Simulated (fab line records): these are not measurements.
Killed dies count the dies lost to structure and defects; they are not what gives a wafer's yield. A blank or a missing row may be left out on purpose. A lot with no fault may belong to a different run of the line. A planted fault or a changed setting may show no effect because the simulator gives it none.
Which of the tools did it? | flow nandHarc | 13 lots with 36 wafers sampled at 4 steps, on a route of 1302 steps

== WHAT THE GAUGES SHOWED, per wafer ==
The record holds no reading of a measuring or inspecting step that can be judged against a usual standard deviation.

== EACH LOT AND THE TOOL THAT RAN IT (in order: tool; ch and the chambers of the sampled wafers; start) ==
lot  | NHARC_P_ZERO_WELL_SOFTBAKE_06    | NHARC_P_ZERO_WELL_ETCH_62                    | NHARC_P_GATE_ETCH_32            | NHARC_P_GATE_STRIP_111
L241 | lithoTrack-07 ch 0, day 1 20:00  | rieDiel-06 ch 1,2,3, day 5 06:56 or earlier  | rieSi-01 ch 0,1,3, day 5 06:56  | plasmaAsher-01 ch 1, day 5 18:40
L242 | lithoTrack-03 ch 0, day 2 06:00  | rieDiel-04 ch 0,1,2, day 5 15:34 or earlier  | rieSi-02 ch 0,1,3, day 5 15:34  | plasmaAsher-02 ch 0,1, day 6 03:41
L244 | lithoTrack-03 ch 0, day 3 02:00  | rieDiel-06 ch 1,2,3, day 6 07:32 or earlier  | rieSi-02 ch 1,2,3, day 6 07:32  | plasmaAsher-01 ch 0,1, day 6 21:31
L245 | lithoTrack-03 ch 0, day 3 12:00  | rieDiel-07 ch 0,2, day 6 20:11 or earlier    | rieSi-03 ch 1,2,3, day 6 20:11  | plasmaAsher-02 ch 0,1, day 7 08:02
L246 | lithoTrack-07 ch 0, day 3 22:00  | rieDiel-04 ch 1,2, day 7 09:23 or earlier    | rieSi-03 ch 0,2,3, day 7 09:23  | plasmaAsher-02 ch 0,1, day 7 23:15
L254 | lithoTrack-03 ch 0, day 7 06:00  | rieDiel-06 ch 1,2,3, day 10 12:26 or earlier | rieSi-02 ch 0,1,3, day 10 12:26 | plasmaAsher-01 ch 0,1, day 11 00:19
L255 | lithoTrack-03 ch 0, day 7 16:00  | rieDiel-06 ch 1,2, day 11 03:08 or earlier   | rieSi-02 ch 1,2, day 11 03:08   | plasmaAsher-02 ch 1, day 11 15:02
L256 | lithoTrack-03 ch 0, day 8 02:00  | rieDiel-04 ch 2, day 11 03:32 or earlier     | rieSi-01 ch 3, day 11 03:32     | plasmaAsher-01 ch 1, day 11 15:33
L258 | lithoTrack-07 ch 0, day 8 23:00  | rieDiel-06 ch 0,1,2, day 12 06:25 or earlier | rieSi-01 ch 1,2, day 12 06:25   | plasmaAsher-02 ch 0, day 12 20:27
L259 | lithoTrack-07 ch 0, day 9 08:00  | rieDiel-07 ch 0,1,3, day 12 07:08 or earlier | rieSi-02 ch 1,2,3, day 12 07:08 | plasmaAsher-01 ch 0,1, day 12 19:02
L260 | lithoTrack-07 ch 0, day 9 18:00  | rieDiel-06 ch 0,2, day 12 22:38 or earlier   | rieSi-02 ch 0,2,3, day 12 22:38 | plasmaAsher-01 ch 1, day 13 10:20
L262 | lithoTrack-07 ch 0, day 10 14:00 | rieDiel-06 ch 2,3, day 13 15:53 or earlier   | rieSi-03 ch 0,2,3, day 13 15:53 | plasmaAsher-01 ch 0,1, day 14 03:37
L264 | lithoTrack-03 ch 0, day 11 10:00 | rieDiel-04 ch 0,2,3, day 14 19:16 or earlier | rieSi-01 ch 2,3, day 14 19:16   | plasmaAsher-02 ch 0,1, day 15 07:05
- NHARC_P_ZERO_WELL_SOFTBAKE_06: time 70 s.
- NHARC_P_ZERO_WELL_ETCH_62: etches the open film in CHF3/Ar, target depth 13 nm, time 6.5 s.
- NHARC_P_GATE_ETCH_32: etches the open film in HBr/Cl2, target depth 150 nm, time 100.1 s.
- NHARC_P_GATE_STRIP_111: strips in N2/H2, time 250 s.

== AS READ BY THE TOOLS THEMSELVES (means over the sampled wafers that have a number; for cases with no such wafer, the mark the record gives instead) ==
NHARC_P_ZERO_WELL_SOFTBAKE_06.
lot  | tool          | heaterPowerTotalW (W)
L241 | lithoTrack-07 | 200.6
L242 | lithoTrack-03 | 202.3
L244 | lithoTrack-03 | 201.3
L245 | lithoTrack-03 | 202.2
L246 | lithoTrack-07 | 199.4
L254 | lithoTrack-03 | 200.4
L255 | lithoTrack-03 | 206.8
L256 | lithoTrack-03 | 207.5
L258 | lithoTrack-07 | 201.6
L259 | lithoTrack-07 | 201.8
L260 | lithoTrack-07 | 199.2
L262 | lithoTrack-07 | 200.5
L264 | lithoTrack-03 | 201.9

NHARC_P_ZERO_WELL_ETCH_62.
lot  | tool       | drypumpMotorCurrentA (A) | oesProductAu (a.u.) | rfVppV (V) | showerheadPlenumPTorr (Torr) | throttleValvePct (%)
L241 | rieDiel-06 | 6.3                      | 0.976               | 370.1      | 2.33                         | 20.206
L242 | rieDiel-04 | 5.4                      | 0.977               | 368.9      | 2.27                         | 20.212
L244 | rieDiel-06 | 6.3                      | 0.975               | 369.4      | 2.33                         | 20.219
L245 | rieDiel-07 | 6.3                      | 0.962               | 368.3      | 2.23                         | 20.209
L246 | rieDiel-04 | 5.3                      | 0.933               | 369.6      | 2.29                         | 20.215
L254 | rieDiel-06 | 6.3                      | 0.987               | 370.0      | 2.31                         | 20.209
L255 | rieDiel-06 | 6.2                      | 0.977               | 370.4      | 2.31                         | 20.211
L256 | rieDiel-04 | 6.0                      | 0.945               | 368.5      | 2.26                         | 20.226
L258 | rieDiel-06 | 5.7                      | 0.975               | 369.6      | 2.29                         | 20.216
L259 | rieDiel-07 | 5.8                      | 0.965               | 369.7      | 2.30                         | 20.207
L260 | rieDiel-06 | 5.3                      | 0.972               | 369.6      | 2.31                         | 20.218
L262 | rieDiel-06 | 6.6                      | 0.946               | 370.9      | 2.34                         | 20.226
L264 | rieDiel-04 | 5.6                      | 0.965               | 369.1      | 2.26                         | 20.218

NHARC_P_GATE_ETCH_32.
lot  | tool     | drypumpMotorCurrentA (A) | oesProductAu (a.u.) | throttleValvePct (%)
L241 | rieSi-01 | 5.6                      | 1.002               | 26.399
L242 | rieSi-02 | 5.9                      | 1.006               | 26.408
L244 | rieSi-02 | 5.8                      | 1.008               | 26.409
L245 | rieSi-03 | 5.9                      | 1.002               | 26.402
L246 | rieSi-03 | 5.7                      | 0.997               | 26.408
L254 | rieSi-02 | 5.9                      | 0.998               | 26.405
L255 | rieSi-02 | 5.8                      | 0.996               | 26.407
L256 | rieSi-01 | 5.7                      | 1.002               | 26.405
L258 | rieSi-01 | 6.0                      | 1.003               | 26.407
L259 | rieSi-02 | 5.8                      | 1.012               | 26.402
L260 | rieSi-02 | 5.3                      | 0.999               | 26.409
L262 | rieSi-03 | 5.6                      | 1.007               | 26.406
L264 | rieSi-01 | 6.0                      | 1.006               | 26.408

NHARC_P_GATE_STRIP_111.
lot  | tool           | drypumpMotorCurrentA (A) | heaterPowerW (W)
L241 | plasmaAsher-01 | 5.8                      | 78
L242 | plasmaAsher-02 | 5.5                      | 88
L244 | plasmaAsher-01 | 5.5                      | 78
L245 | plasmaAsher-02 | 5.6                      | 92
L246 | plasmaAsher-02 | 5.5                      | 92
L254 | plasmaAsher-01 | 5.1                      | 76
L255 | plasmaAsher-02 | 5.5                      | 95
L256 | plasmaAsher-01 | 5.8                      | 80
L258 | plasmaAsher-02 | 5.6                      | 90
L259 | plasmaAsher-01 | 5.1                      | 77
L260 | plasmaAsher-01 | 5.8                      | 81
L262 | plasmaAsher-01 | 5.1                      | 76
L264 | plasmaAsher-02 | 5.6                      | 92

== THE ANSWER, worked out from the rows above alone ==
Rule: the lots themselves supply what counts as usual. The widest of any qualifying gaps counts: lots, ordered by their means at a reading, are off when they make up no more than a third of the lots, leave a main group of 4 or more, and stand apart from it by 3 or more times the standard deviation of that group's means. Not used: any main group whose means are identical at the precision the tables above print for the reading. Also off: a lot with no number at a reading for which 4 or more lots have one. The other lots that the step has rows for count as sound. The gauges are gone through in route order, then the tools' own readings, and for those a lot's mean is taken as printed above. At the first step where some lot is off, the reading lying furthest off is the one used; lots without a number count as furthest.
Off: L255, L256 (NHARC_P_ZERO_WELL_SOFTBAKE_06, heaterPowerTotalW). Main group: mean 201.0 W, sd 1.
If a tool, at that step or one of the process steps before it, ran each lot that is off and ran no sound lot following the first of them, it fits. No candidate that was tried fits.

== WHAT THE SIMULATOR HAD INSERTED ==
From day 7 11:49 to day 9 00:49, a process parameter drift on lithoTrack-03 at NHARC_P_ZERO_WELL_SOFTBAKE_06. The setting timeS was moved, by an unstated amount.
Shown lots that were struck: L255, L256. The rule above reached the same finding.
